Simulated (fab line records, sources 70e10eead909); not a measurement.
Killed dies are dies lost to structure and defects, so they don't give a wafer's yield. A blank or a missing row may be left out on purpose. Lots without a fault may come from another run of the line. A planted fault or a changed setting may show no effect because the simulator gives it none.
Chamber matching | flow nand_harc | NHARC_A_CHANNEL_FILL_D1_ALD_14 on ald_hk-04: 4 sister chambers
The step deposits SiO2, target thk 2.5 nm, pulse time 10 s, ald cycles 25. 16 wafers are shown with their chamber, then 8 later ones without.

WAFERS WITH THEIR CHAMBER
wafer  | chamber | heater_power_w (W) | precursor_pulse_height_rel
L075.1 | 3       | 552                | 0.979
L075.3 | 2       | 474                | 0.996
L075.4 | 1       | 432                | 1.009
L074.1 | 0       | 385                | 1.004
L074.2 | 1       | 428                | 1.003
L074.5 | 1       | 431                | 0.954
L079.1 | 0       | 378                | 0.962
L079.3 | 3       | 541                | 0.990
L079.4 | 1       | 437                | 0.993
L080.1 | 3       | 548                | 0.992
L080.2 | 0       | 371                | 1.012
L080.5 | 0       | 385                | 0.970
L080.3 | 1       | 423                | 0.997
L080.4 | 2       | 468                | 0.985
L080.6 | 3       | 560                | 1.019
L089.2 | 3       | 553                | 1.007

SIGNATURES (means of the wafers above)
reading                    | chamber 0 | chamber 1 | chamber 2 | chamber 3 | scatter within a chamber
heater_power_w             | 379.75    | 430.20    | 471.00    | 550.80    | 6.15
precursor_pulse_height_rel | 0.98700   | 0.99120   | 0.99050   | 0.99740   | 0.0199
Rule: a wafer's distance from a chamber is the root of the sum, over the readings, of the square of ((its reading less the chamber's mean) divided by the reading's scatter). The wafer belongs to the nearest chamber; if the next one is less than 2 further off, it can't be placed. The scatter: the root of (the sum of the squares of (reading less its chamber's mean) over the shown wafers, divided by (wafers less chambers)).

WAFERS WITHOUT THEIR CHAMBER
wafer  | heater_power_w (W) | precursor_pulse_height_rel
L089.4 | 432                | 0.995
L089.6 | 480                | 1.038
L093.3 | 472                | 0.968
L093.4 | 376                | 0.961
L093.6 | 575                | 0.972
L097.2 | 550                | 1.008
L097.4 | 469                | 1.009
L097.6 | 367                | 1.018

WHICH CHAMBER EACH WENT THROUGH
wafer  | from the rows above | in truth
L089.4 | 1                   | 1
L089.6 | 2                   | 2
L093.3 | 2                   | 2
L093.4 | 0                   | 0
L093.6 | 3                   | 3
L097.2 | 3                   | 3
L097.4 | 2                   | 2
L097.6 | 0                   | 0
Placed correctly: 8 of 8. Can't be placed from these rows: 0. Placed wrongly: 0.
